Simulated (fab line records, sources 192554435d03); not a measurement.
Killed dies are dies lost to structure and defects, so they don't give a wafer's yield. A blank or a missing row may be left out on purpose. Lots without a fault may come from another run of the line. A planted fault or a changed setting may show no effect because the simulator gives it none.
Split-lot experiment | flow n5_finfet | 7 lots, 39 wafers read, on a route of 1938 steps

THE SPLIT
At N5_DUMMY_GATE_HM_DEP_06 (deposits SiNx from DCS/NH3, target thk 80 nm, time 5141 s), the setting time_s was moved away from the recipe's 5141 s on 24 of the 39 wafers read, by -7.5% to +10.5%. The other wafers ran this setting at the recipe's value.

The reading is taken at the split's own step.

THE READING
SiNx_of_DUMMY_GATE_HM_DEP_06.thk_nm (the simulator's own value, which no gauge read), in nm, at N5_DUMMY_GATE_HM_DEP_06 (deposits SiNx from DCS/NH3, target thk 80 nm, time 5141 s). The file gives no usual value for it. The 15 wafers here that ran the recipe average 79.9 nm, standard deviation 0.66 nm.

wafer  | tool, chamber at the split | time_s as run, s | against the recipe | SiNx_of_DUMMY_GATE_HM_DEP_06.thk_nm, nm | against lot-mates on the recipe
L074.1 | -, -                       | 5679             | +10.5%             | 88.2                                    | no lot-mate on the recipe
L074.2 | -, -                       | 5679             | +10.5%             | 88                                      | no lot-mate on the recipe
L074.3 | -, -                       | 5679             | +10.5%             | 87.8                                    | no lot-mate on the recipe
L074.4 | -, -                       | 5679             | +10.5%             | 88.4                                    | no lot-mate on the recipe
L074.5 | -, -                       | 5679             | +10.5%             | 88.4                                    | no lot-mate on the recipe
L074.6 | -, -                       | 5679             | +10.5%             | 88.6                                    | no lot-mate on the recipe
L075.1 | lpcvd-02, 1/90             | 5141             | recipe             | 78.6                                    | -
L075.2 | lpcvd-02, 1/95,1/114       | 5141             | recipe             | 78.8                                    | -
L075.6 | lpcvd-02, 1/95,1/114       | 5141             | recipe             | 78.8                                    | -
L078.1 | -, -                       | 5652             | +9.9%              | 87.4                                    | no lot-mate on the recipe
L078.2 | -, -                       | 5652             | +9.9%              | 87.4                                    | no lot-mate on the recipe
L078.3 | -, -                       | 5652             | +9.9%              | 87.6                                    | no lot-mate on the recipe
L078.6 | -, -                       | 5652             | +9.9%              | 87.6                                    | no lot-mate on the recipe
L078.4 | -, -                       | 5652             | +9.9%              | 87.8                                    | no lot-mate on the recipe
L078.5 | -, -                       | 5652             | +9.9%              | 87.8                                    | no lot-mate on the recipe
L079.1 | -, -                       | 4753             | -7.5%              | 73.6                                    | no lot-mate on the recipe
L079.4 | -, -                       | 4753             | -7.5%              | 73.6                                    | no lot-mate on the recipe
L079.5 | -, -                       | 4753             | -7.5%              | 73.6                                    | no lot-mate on the recipe
L079.6 | -, -                       | 4753             | -7.5%              | 73.6                                    | no lot-mate on the recipe
L079.2 | -, -                       | 4753             | -7.5%              | 73                                      | no lot-mate on the recipe
L079.3 | -, -                       | 4753             | -7.5%              | 73                                      | no lot-mate on the recipe
L081.1 | -, -                       | 5565             | +8.2%              | 86.8                                    | no lot-mate on the recipe
L081.2 | -, -                       | 5565             | +8.2%              | 87.6                                    | no lot-mate on the recipe
L081.6 | -, -                       | 5565             | +8.2%              | 87.6                                    | no lot-mate on the recipe
L081.3 | -, -                       | 5565             | +8.2%              | 87.4                                    | no lot-mate on the recipe
L081.4 | -, -                       | 5565             | +8.2%              | 87.4                                    | no lot-mate on the recipe
L081.5 | -, -                       | 5565             | +8.2%              | 86.6                                    | no lot-mate on the recipe
L087.1 | -, -                       | 5141             | recipe             | 80.8                                    | -
L087.2 | -, -                       | 5141             | recipe             | 80.2                                    | -
L087.3 | -, -                       | 5141             | recipe             | 80.2                                    | -
L087.5 | -, -                       | 5141             | recipe             | 80.2                                    | -
L087.4 | -, -                       | 5141             | recipe             | 80                                      | -
L087.6 | -, -                       | 5141             | recipe             | 80.4                                    | -
L089.1 | -, -                       | 5141             | recipe             | 80                                      | -
L089.2 | -, -                       | 5141             | recipe             | 80.2                                    | -
L089.4 | -, -                       | 5141             | recipe             | 80.2                                    | -
L089.3 | -, -                       | 5141             | recipe             | 80.6                                    | -
L089.5 | -, -                       | 5141             | recipe             | 79.4                                    | -
L089.6 | -, -                       | 5141             | recipe             | 80.4                                    | -
Where a row lists several chambers, the file gives one row for several wafers and doesn't say which wafer went through which chamber.

THE FIT
A straight line over all 39 wafers: SiNx_of_DUMMY_GATE_HM_DEP_06.thk_nm changes by +0.825 nm for each +1% of time_s; r = +0.99; the points scatter about the line by 0.58 nm.
Too few moved wafers have a lot-mate on the recipe to fit a line with each lot's own level taken away.

THE FILE'S OWN FIT
SiNx_of_DUMMY_GATE_HM_DEP_06.thk_nm changes by +0.825 nm for each +1% of time_s, r = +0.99.
